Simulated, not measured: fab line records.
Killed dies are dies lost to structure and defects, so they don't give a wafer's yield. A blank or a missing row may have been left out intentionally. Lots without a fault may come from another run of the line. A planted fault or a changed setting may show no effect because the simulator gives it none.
Which tool is to blame? | flow nand-harc | 14 lots, 42 wafers sampled, at 4 steps of a route of 1159

== WHAT THE GAUGES READ, wafer by wafer ==
NHARC_THIN_TSV_THK_MEAS_02: measures by ir. Usual: thk-nm at 3016 nm, with a standard deviation of 210.
lot  | measured     | on            | thk-nm (nm)    | flag
L224 | day 18 09:44 | film-metro-02 | 3292 3472 3165 |
L225 | day 18 18:57 | film-metro-02 | 3138 2981 3126 |
L227 | day 19 01:50 | film-metro-02 | 3212 2950 2518 |
L226 | day 19 03:02 | film-metro-01 | 3040 2794 2734 |
L229 | day 19 21:50 | film-metro-01 | 2987 2667 2872 |
L228 | day 19 23:01 | film-metro-01 | 3080 3168 3026 |
L231 | day 20 18:14 | film-metro-01 | 2872 3137 3215 |
L234 | day 21 01:15 | film-metro-02 | 2985 3043 3011 |
L237 | day 21 20:59 | film-metro-02 | 2785 3048 2867 |
L239 | day 21 22:52 | film-metro-02 | 2976 2783 2936 |
L244 | day 22 22:47 | film-metro-02 | 3399 3184 3538 |
L246 | day 23 20:00 | film-metro-01 | 3270 3155 3085 |
L247 | day 23 23:48 | film-metro-01 | 3112 2914 3473 |
L245 | day 24 07:16 | film-metro-02 | 2914 2997 2908 |

NHARC_THIN_TSV_CD_MEAS_12: the cd target is 1000 nm. Usual: cd-nm at 999.4 nm, with a standard deviation of 2.1.
lot  | measured     | on        | cd-nm (nm)          | flag
L224 | day 18 10:47 | cd-sem-03 | 996.4 997.8 997.2   |
L225 | day 18 19:53 | cd-sem-03 | 997.5 998.9 1000.0  |
L227 | day 19 02:54 | cd-sem-02 | 996.6 998.2 997.6   |
L226 | day 19 03:58 | cd-sem-03 | 1000.1 996.1 993.8  |
L229 | day 19 22:55 | cd-sem-03 | 1001.4 996.6 998.1  |
L228 | day 19 23:57 | cd-sem-03 | 998.2 997.8 999.1   |
L231 | day 20 19:12 | cd-sem-02 | 1001.5 1002.8 997.0 |
L234 | day 21 02:18 | cd-sem-03 | 995.3 1000.0 999.5  |
L237 | day 21 21:55 | cd-sem-01 | 999.1 996.1 997.4   |
L239 | day 21 23:55 | cd-sem-03 | 999.5 999.9 1002.1  |
L244 | day 22 23:50 | cd-sem-02 | 1000.4 999.6 1002.2 |
L246 | day 23 21:04 | cd-sem-03 | 1002.8 1002.6 998.2 |
L247 | day 24 00:52 | cd-sem-03 | 1000.8 999.9 1002.5 |
L245 | day 24 08:19 | cd-sem-01 | 999.9 995.8 994.4   |

NHARC_THIN_TSV_CD_MEAS_33: the cd target is 5000 nm. Usual: cd-nm at 4998.9 nm, with a standard deviation of 2.1.
lot  | measured     | on        | cd-nm (nm)           | flag
L224 | day 18 16:55 | cd-sem-01 | 4998.0 4998.1 4999.7 |
L225 | day 19 01:50 | cd-sem-02 | 4998.4 5000.7 4997.5 |
L227 | day 19 08:55 | cd-sem-02 | 4996.5 4999.1 4999.8 |
L226 | day 19 10:01 | cd-sem-02 | 5000.2 5000.4 5000.9 |
L229 | day 20 04:44 | cd-sem-02 | 5000.2 4998.5 5000.2 |
L228 | day 20 06:01 | cd-sem-01 | 4995.9 4997.7 4999.7 |
L231 | day 21 01:09 | cd-sem-02 | 5002.1 4998.0 4998.9 |
L234 | day 21 08:18 | cd-sem-02 | 4997.4 4996.8 4999.1 |
L237 | day 22 03:47 | cd-sem-03 | - - -                | OFF
L239 | day 22 06:02 | cd-sem-03 | - - -                | OFF
L244 | day 23 05:46 | cd-sem-02 | 4998.1 5000.7 4997.7 |
L246 | day 24 02:52 | cd-sem-02 | 4999.4 5001.3 4998.1 |
L247 | day 24 06:46 | cd-sem-02 | 5000.6 4999.8 4999.2 |
L245 | day 24 14:57 | cd-sem-03 | 4995.9 4997.3 4997.1 |

== TOOL THAT RAN EACH LOT (tool first, then ch and the chambers of the sampled wafers, then the start) ==
lot  | NHARC_THIN_TSV_PEB_31
L224 | litho-track-07 ch 0, day 18 16:49
L225 | litho-track-03 ch 0, day 19 01:45
L227 | litho-track-03 ch 0, day 19 08:49
L226 | litho-track-03 ch 0, day 19 09:55
L229 | litho-track-03 ch 0, day 20 04:39
L228 | litho-track-05 ch 0, day 20 05:55
L231 | litho-track-03 ch 0, day 21 01:04
L234 | litho-track-05 ch 0, day 21 08:13
L237 | litho-track-03, day 22 03:41
L239 | litho-track-07, day 22 05:56
L244 | litho-track-07 ch 0, day 23 05:40
L246 | litho-track-03 ch 0, day 24 02:46
L247 | litho-track-07 ch 0, day 24 06:40
L245 | litho-track-05 ch 0, day 24 14:52
- NHARC_THIN_TSV_PEB_31: peb time 85 s.

== AS READ BY THE TOOLS THEMSELVES (means over the sampled wafers that have a number; for cases with no such wafer, the mark the record gives instead) ==
NHARC_THIN_TSV_PEB_31. Usual: chill-plate-temp-C 22.99 C, standard deviation 0.1; exhaust-pa 45.2 Pa, standard deviation 0.86.
lot  | tool           | chill-plate-temp-C (C) | exhaust-pa (Pa) | flag
L224 | litho-track-07 | 22.98                  | 44.8            |
L225 | litho-track-03 | 23.08                  | 45.9            |
L227 | litho-track-03 | 22.95                  | 45.8            |
L226 | litho-track-03 | 22.93                  | 45.8            |
L229 | litho-track-03 | 23.03                  | 45.5            |
L228 | litho-track-05 | 22.86                  | 44.5            |
L231 | litho-track-03 | 23.09                  | 45.4            |
L234 | litho-track-05 | 22.94                  | 44.6            |
L237 | litho-track-03 | -                      | -               | OFF
L239 | litho-track-07 | -                      | -               | OFF
L244 | litho-track-07 | 23.12                  | 45.7            |
L246 | litho-track-03 | 22.96                  | 44.7            |
L247 | litho-track-07 | 23.20                  | 44.8            |
L245 | litho-track-05 | 22.92                  | 44.2            |

== THE ANSWER, worked out from the rows above alone ==
Rule: lot off if the mean of its wafers having a number is beyond 3 standard deviations from the usual mean. Also off: a lot with no number at a reading for which 4 or more lots have one. Where the step has rows for the other lots, those lots are counted as sound. Order of review: gauges by route order, followed by the tools' own readings, for which a lot's mean as printed above is used. At the first step where some lot is off, the reading lying furthest off is the one used; lots without a number count as furthest.
Off, at NHARC_THIN_TSV_CD_MEAS_33 on cd-nm: L237, L239. Without a number there: L237, L239.
If a tool, at a process step before that reading, ran all the lots that are off and no sound lot after the first of them, it fits. Not tried: the gauges at NHARC_THIN_TSV_CD_MEAS_33; whatever is off there is also off at NHARC_THIN_TSV_PEB_31, on other tools, and gauge error can't account for it. Of those tried, none fits.

== WHAT THE SIMULATOR HAD INSERTED ==
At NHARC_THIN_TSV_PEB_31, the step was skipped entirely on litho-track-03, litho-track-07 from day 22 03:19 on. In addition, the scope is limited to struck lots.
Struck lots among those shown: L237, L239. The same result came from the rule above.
